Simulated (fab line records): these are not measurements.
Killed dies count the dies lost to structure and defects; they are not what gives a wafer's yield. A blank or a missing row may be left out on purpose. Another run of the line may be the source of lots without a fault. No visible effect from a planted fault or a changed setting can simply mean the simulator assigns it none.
Code-filled problem report in 8D (eight disciplines) form | flow nand-harc | the parts of the form that need people (team, actions taken, sign-off) are left out

## 1. PROBLEM STATEMENT
thk-nm at NHARC_A_ONON_D2_THK_MEAS_11 reads a mean of 684 nm on 3 wafers of 2 lots; wafers without a fault read 1005 nm with a standard deviation of 11. That is -29 standard deviations from the usual mean.
The step: measures by ellipsometry.
First seen on wafer L643.3, day 14 10:22, on film-metro-01. Wafers with a number at this step in the record: 36, from 12 lots. Rule for "out" (also "out of limits"): further than 4 standard deviations from the usual mean. Any other wafer with a number is counted as sound.

## 2. WHAT IT IS, AND WHAT IT ISN'T
question                    | is                           | is not
which readings at this step | thk-nm                       | -
which lots                  | L643, L644                   | L642, L646, L649, L651, L653, L654, L655, L657, L659, L660
which wafers of those lots  | L643.3, L643.4, L644.4       | L643.6, L644.5, L644.6
read on which gauges        | film-metro-01, film-metro-02 | -
when                        | from day 14 10:22            | up to then (1 sound wafer); but 32 sound wafers of L642, L644, L646, L649, L651, L653, L654, L655, L657, L659, L660 came after

## 3. THE SUSPECTS, EACH WITH WHAT RULES IT OUT
Counting: if a tool at a process step up to the reading ran every lot that is out, it stays a suspect. Sound lots after the first of them don't rule it out here, since some wafers of a struck lot are sound.
- the gauge at NHARC_A_ONON_D2_THK_MEAS_11: ruled out. The wafers that are out were read on 2 gauges (film-metro-01, film-metro-02).
- pecvd-onon-01 at NHARC_A_ONON_D2_DEP_09 (target thk 1000 nm): kept. It ran every lot that is out, first L643 (day 14 09:58).
After counting, what remains is pecvd-onon-01 at NHARC_A_ONON_D2_DEP_09.

## 4. THE CAUSE (what the simulator had put in)
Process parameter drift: pecvd-onon-01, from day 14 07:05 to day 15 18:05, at NHARC_A_ONON_D2_DEP_09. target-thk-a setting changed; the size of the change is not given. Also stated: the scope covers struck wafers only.
After counting, this tool was the only one left.

## 5. THE EFFECT CHAIN, in route order
Each row: a reading whose mean over the struck wafers that have a number lies more than 3 standard deviations from the usual. Readings are gone through only where the record gives a usual standard deviation; hours: the median, over the lots, of the time from a lot's start at the first step in this table giving one to that lot's start at this step; sigmas: the change measured in usual standard deviations.
hours | step                        | reading         | usual   | on struck wafers | change | sigmas
0     | NHARC_A_ONON_D2_THK_MEAS_11 | thk-nm          | 1005 nm | 684              | -321   | -29
305   | NHARC_END_SORT_01           | killed-at-array | 59      | 674              | +615   | +29
305   | NHARC_END_SORT_01           | killed-dies     | 64      | 677              | +613   | +29

## 6. HOW IT WOULD HAVE BEEN CAUGHT EARLIER
In this record the first reading out of limits at a measuring or inspecting step was taken at day 14 10:22, 3 hours after the fault began at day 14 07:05.
An alarm limit of 4 standard deviations would not have fired on the tool readings at NHARC_A_ONON_D2_DEP_09 for which the record gives a usual standard deviation, since none of them was out on any struck wafer.
Of the lots that are out (2), L644 began NHARC_A_ONON_D2_DEP_09 on pecvd-onon-01 after day 14 10:22. Had the tool been put on hold then, it would have been spared.
